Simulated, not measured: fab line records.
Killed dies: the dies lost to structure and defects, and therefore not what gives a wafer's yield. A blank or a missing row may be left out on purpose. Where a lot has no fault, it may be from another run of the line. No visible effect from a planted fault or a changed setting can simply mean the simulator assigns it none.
fab line records | flow n5Finfet
[record] lots = 7 wafers = 39
route steps=1938 shown ZERO_LAYER@11 STI_FIN_REVEAL@190 ILD0@343 GATE_CUT@477 MOL_CONTACT_COAG@624 BEOL_M1@800 BEOL_M2@903 BEOL_M4@1040
startH: the number of hours between the record's first day and the start of the first shown wafer of the lot | waitH: hours elapsed since this lot's preceding step | " same as the row above | L1.1+2: a single row standing in for several wafers | - value missing, or start not given | * or withheld: withheld | < > ~ a bound
route shown NAME@n: NAME is a module with steps in the file, n the number in the route of the first one | usual: mean/standard deviation taken from wafers without a fault | same: alike in all rows | chamber/n: place in a boat | sites: the reading at each site | _std_site: the standard deviation of these | _edge_site: the outer-site mean with the inner-site mean subtracted | radiusMm: for every site, how far away it sits from the centre of the wafer | mask NAME#n: copy n | behind: the most recent tool/chamber to have shaped the wafer | hold: why the lot was held/for how many hours/how that ended | device: which transistor (n, p or np) failed to switch | end of line: the same wafers' tests at the end of the route | a step without rows: its recipe alone | killed: count of dies lost to structure and defects at first sort (not the wafer's yield) | map: a wafer's dies, x killed, . not, _ none there
set.NAME: the run value of the setting; set.NAME@STEP: its run value at that earlier step | model.NAME: the simulator's own value behind a step, which no gauge read
lots run with intentionally changed settings; tables by step, rows by wafer
[[steps]]
[step N5_ZERO_LAYER_DEVELOP_10]
[recipe] developTimeS = 60 rinseLiquid = diw dry = airSpin devTempC = 21
[step N5_STI_FIN_REVEAL_ETCHBACK_08]
[recipe] chemistry = C4F6/O2 target = SiO2 targetDepthA = 305 timeS = 10.167 ionEnergyEv = 250 pressureMtorr = 30 sourceW = 345 biasW = 185 Ar_flow_sccm = 300 C4F6_flow_sccm = 10 O2_flow_sccm = 10
[step N5_ILD0_ALD_15]
[recipe] material = SiNx targetThkA = 240 tempC = 400 aldPrecursorFamily = SiH2I2 aldCoReactant = N2/H2-plasma pulseTimeS = 1 aldCycles = 480 purgeTimeS = 2 coReactantPurgeTimeS = 2 pressureTorr = 2
[step N5_GATE_CUT_HM_DEP_46]
[recipe] material = SiO2 targetThkA = 1300 tempC = 400 precursor = TEOS/O2 pressureTorr = 6.5 rfW = 900 teosFlowSccm = 161.4 gas = O2 flowSccm = 2650 timeS = 26.6
[step N5_MOL_CONTACT_COAG_CVD_140]
[recipe] material = W targetThkA = 665 mode = selectiveFill tempC = 300 timeS = 215
[step N5_BEOL_M1_TRENCH_ETCH_37]
[recipe] chemistry = C4F6/O2 targetDepthA = 552.07 target = SiOC timeS = 29 ionEnergyEv = 250 pressureMtorr = 30 sourceW = 355 biasW = 185 Ar_flow_sccm = 300 C4F6_flow_sccm = 10 O2_flow_sccm = 10
[step N5_BEOL_M2_CVD_47]
[recipe] material = Co targetThkA = 30 tempC = withheld precursor = CCTBA/H2 pressureTorr = 30 timeS = 223.8
[step N5_BEOL_M4_ETCH_64]
[recipe] chemistry = N2/H2 target = SOC targetDepthA = 750 overetchA = 225 maskMaterial = SiARC tempC = 40 timeS = 121.9 ionEnergyEv = 200 pressureMtorr = 30 sourceW = 840 biasW = 150 n2FlowSccm = 200 h2FlowSccm = 200
[step N5_BEOL_M4_RC_MEAS_101]
[usual] SERP_M2 = 190/15
// columns lot.wafer tool chamber startH waitH set.developTimeS@ZERO_LAYER_DEVELOP_10 set.timeS@STI_FIN_REVEAL_ETCHBACK_08 set.aldCycles@ILD0_ALD_15 set.timeS@GATE_CUT_HM_DEP_46 set.targetThkA@MOL_CONTACT_COAG_CVD_140 set.timeS@BEOL_M1_TRENCH_ETCH_37 set.targetThkA@BEOL_M2_CVD_47 set.targetDepthA@BEOL_M4_ETCH_64 SERP_M2[ohm/um]
L075.1 prober-01 0 189.08 0.0 60 10.167 649 26.6 996.1 29 15.99 750 117
L075.2 " 0 " " 60 10.167 480 20.12 665 29 15.99 750 117
L075.3 " 0 " " 49.34 10.167 649 26.6 665 24.49 30 750 177
L075.4 " 0 " " 49.34 10.167 480 20.12 996.1 24.49 15.99 750 120
L075.5 " 0 " " 60 10.167 480 26.6 996.1 24.49 30 750 176
L075.6 " 0 " " 49.34 10.167 649 20.12 665 29 30 750 183
L077.1 prober-01 0 199.62 0.0 72.48 4.605 480 26.6 665 35.8 30 750 203
L077.2 " 0 " " 72.48 10.167 480 30.67 665 29 30 750 193
L077.3 " 0 " " 60 10.167 480 30.67 665 29 30 750 182
L077.4 " 0 " " 72.48 4.605 480 30.67 665 35.8 30 750 178
L077.5 " 0 " " 60 10.167 480 26.6 665 35.8 30 750 195
L077.6 " 0 " " 60 4.605 480 26.6 665 29 30 750 190
L078.1 prober-01 0 206.43 0.0 60 7.461 580 26.6 282.4 39.95 42.19 750 336
L078.2 " 0 " " 60 10.167 580 26.6 665 39.95 30 943.2 194
L078.3 " 0 " " 60 10.167 580 26.6 282.4 29 42.19 943.2 332
L078.4 " 0 " " 60 7.461 480 26.6 665 29 30 943.2 199
L078.5 " 0 " " 60 7.461 480 26.6 665 29 42.19 750 283
L078.6 " 0 " " 60 10.167 480 26.6 282.4 39.95 30 750 189
L086.1 prober-01 0 251.64 0.2 77.66 14.01 480 31.17 665 29 25.31 750 154
L086.2 " 0 " " 77.66 14.01 401 31.17 665 37.56 30 750 154
L086.3 " 0 " " 77.66 10.167 401 26.6 665 37.56 25.31 521.5 144
L086.4 " 0 " " 60 10.167 480 31.17 665 37.56 25.31 521.5 147
L086.5 " 0 " " 60 14.01 401 26.6 665 29 30 521.5 158
L086.6 " 0 " " 60 10.167 480 26.6 665 29 30 750 167
L089.1 prober-01 0 258.97 0.0 60 10.167 480 26.6 665 29 30 750 187
L089.2 " 0 " " 60 10.167 480 26.6 665 29 30 750 197
L089.6 " 0 " " 60 10.167 480 26.6 665 29 30 750 164
L090.1 prober-02 0 271.07 0.0 60 6.668 480 26.6 943.1 29 30 750 193
L090.2 " 0 " " 33.94 10.167 480 17.09 665 29 30 750 191
L090.3 " 0 " " 33.94 6.668 480 17.09 943.1 29 30 546.4 180
L090.4 " 0 " " 60 10.167 480 26.6 665 17.57 30 546.4 179
L090.5 " 0 " " 60 6.668 480 17.09 665 17.57 30 750 178
L090.6 " 0 " " 33.94 10.167 480 26.6 943.1 17.57 30 546.4 195
L094.1 prober-02 0 306.53 0.0 38.96 6.043 480 26.6 270.7 29 30 927.2 188
L094.2 " 0 " " 60 6.043 323 26.6 270.7 29 30 750 197
L094.3 " 0 " " 38.96 10.167 323 18.31 270.7 29 18.41 750 120
L094.4 " 0 " " 60 6.043 480 18.31 665 29 18.41 750 129
L094.5 " 0 " " 60 10.167 480 18.31 665 29 30 927.2 183
L094.6 " 0 " " 38.96 10.167 323 26.6 665 29 18.41 927.2 116
[[key]]
[split] step = N5_ZERO_LAYER_DEVELOP_10 setting = developTimeS statedAs = 60
response none clear
[split] step = N5_STI_FIN_REVEAL_ETCHBACK_08 setting = timeS statedAs = 10.167
response none clear
[split] step = N5_ILD0_ALD_15 setting = aldCycles statedAs = 480
response none clear
[split] step = N5_GATE_CUT_HM_DEP_46 setting = timeS statedAs = 26.6
response none clear
[split] step = N5_MOL_CONTACT_COAG_CVD_140 setting = targetThkA statedAs = 665
response none clear
[split] step = N5_BEOL_M1_TRENCH_ETCH_37 setting = timeS statedAs = 29
response none clear
[split] step = N5_BEOL_M2_CVD_47 setting = targetThkA statedAs = 30
[response] step = N5_BEOL_M4_RC_MEAS_101 reading = SERP_M2 slope = +1.79 per = 1% togetherWith = all explained = 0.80
[split] step = N5_BEOL_M4_ETCH_64 setting = targetDepthA statedAs = 750
response none clear
